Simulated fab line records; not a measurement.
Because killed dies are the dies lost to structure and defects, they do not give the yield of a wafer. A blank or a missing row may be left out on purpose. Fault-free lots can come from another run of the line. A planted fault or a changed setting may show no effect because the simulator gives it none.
Matching of chambers :: flow n5-finfet :: rie-diel-03 running N5_BEOL_M5_ETCH_75: 4 sister chambers
The step etches underlayer in N2/H2, target depth 6.5 nm, time 5.2 s. 8 wafers are shown with their chamber, then 9 later ones without.

WAFERS, EACH WITH ITS CHAMBER
wafer: L078.4
chamber: 3
drypump-motor-current-A (A): 5.5
showerhead-plenum-p-Torr (Torr): 2.71

wafer: L078.6
chamber: 2
drypump-motor-current-A (A): 5.3
showerhead-plenum-p-Torr (Torr): 2.40

wafer: L084.4
chamber: 2
drypump-motor-current-A (A): 5.4
showerhead-plenum-p-Torr (Torr): 2.70

wafer: L083.4
chamber: 3
drypump-motor-current-A (A): 5.5
showerhead-plenum-p-Torr (Torr): 2.70

wafer: L083.5
chamber: 0
drypump-motor-current-A (A): 4.8
showerhead-plenum-p-Torr (Torr): 2.47

wafer: L090.2
chamber: 1
drypump-motor-current-A (A): 6.0
showerhead-plenum-p-Torr (Torr): 2.60

wafer: L090.3
chamber: 0
drypump-motor-current-A (A): 4.7
showerhead-plenum-p-Torr (Torr): 2.47

wafer: L090.6
chamber: 1
drypump-motor-current-A (A): 6.1
showerhead-plenum-p-Torr (Torr): 2.60

WAFERS WHOSE CHAMBER IS MISSING
wafer: L092.1
drypump-motor-current-A (A): 5.5
showerhead-plenum-p-Torr (Torr): 2.69

wafer: L092.2
drypump-motor-current-A (A): 6.1
showerhead-plenum-p-Torr (Torr): 2.60

wafer: L092.6
drypump-motor-current-A (A): 4.8
showerhead-plenum-p-Torr (Torr): 2.46

wafer: L094.1
drypump-motor-current-A (A): 5.4
showerhead-plenum-p-Torr (Torr): 2.70

wafer: L094.2
drypump-motor-current-A (A): 5.5
showerhead-plenum-p-Torr (Torr): 2.69

wafer: L094.3
drypump-motor-current-A (A): 4.8
showerhead-plenum-p-Torr (Torr): 2.46

wafer: L097.1
drypump-motor-current-A (A): 5.3
showerhead-plenum-p-Torr (Torr): 2.70

wafer: L097.2
drypump-motor-current-A (A): 5.5
showerhead-plenum-p-Torr (Torr): 2.69

wafer: L097.5
drypump-motor-current-A (A): 5.3
showerhead-plenum-p-Torr (Torr): 2.70

WHICH CHAMBER EACH WENT THROUGH
wafer: L092.1
from the rows above: 3
in truth: 3

wafer: L092.2
from the rows above: 1
in truth: 1

wafer: L092.6
from the rows above: 0
in truth: 0

wafer: L094.1
from the rows above: can't be placed: 2 or 3
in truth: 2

wafer: L094.2
from the rows above: 3
in truth: 3

wafer: L094.3
from the rows above: 0
in truth: 0

wafer: L097.1
from the rows above: can't be placed: 2 or 3
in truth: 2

wafer: L097.2
from the rows above: 3
in truth: 3

wafer: L097.5
from the rows above: can't be placed: 2 or 3
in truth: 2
Correctly placed: 6 of 9. Unplaceable from these rows: 3, with the true chamber sitting among the candidates in 3. Number placed wrongly: 0.
How it was worked out, from the rows above alone: a wafer's distance from a chamber is the root of the sum, over the readings, of the square of ((its reading less the chamber's mean) divided by the reading's scatter). The wafer belongs to the nearest chamber; if the next one is less than 2 further off, it can't be placed. A chamber's mean is the mean of its shown wafers. The scatter is the square root of a quotient: the sum, over the shown wafers, of each reading's squared deviation from its chamber's mean, divided by wafers minus chambers.
